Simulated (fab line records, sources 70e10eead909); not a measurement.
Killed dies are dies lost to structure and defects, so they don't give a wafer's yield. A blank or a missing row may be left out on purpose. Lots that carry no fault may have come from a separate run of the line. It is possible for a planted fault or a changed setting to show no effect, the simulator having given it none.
Matching of chambers ; flow nand-harc ; 3 sister chambers for NHARC_P_M2_DEP_33 on pecvd-01
The step deposits SiCN, target thk 30 nm. 3 wafers are shown with their chamber, then 7 later ones without.

== WAFERS WITH THEIR CHAMBER ==
wafer;chamber;heater-power-w (W)
L075.6;1;525
L086.1;2;577
L086.2;0;543

== WAFERS MISSING THEIR CHAMBER ==
wafer;heater-power-w (W)
L086.5;572
L095.1;581
L095.3;581
L095.6;586
L094.1;612
L094.2;484
L094.5;485

== WHICH CHAMBER EACH WENT THROUGH ==
wafer;from the rows above;in truth
L086.5;can't be placed: 2 or 0 or 1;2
L095.1;can't be placed: 2 or 0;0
L095.3;can't be placed: 2 or 0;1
L095.6;can't be placed: 2 or 0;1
L094.1;can't be placed: 2 or 0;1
L094.2;can't be placed: 1 or 0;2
L094.5;can't be placed: 1 or 0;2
Correct placement for 0 of the 7. Can't be placed from these rows: 7 (the true chamber is among the candidates in 2). Number placed wrongly: 0.
How it was worked out, from the rows above alone: a wafer's distance from a chamber is the root of the sum, over the readings, of the square of ((its reading less the chamber's mean) divided by the reading's scatter). The wafer belongs to the nearest chamber; if the next one is less than 2 further off, it can't be placed. For every chamber, the mean is computed from those of its wafers that are shown. The scatter (one wafer shown for each chamber): square how far every hidden wafer sits from the nearest shown wafer, average those squares and take the square root.
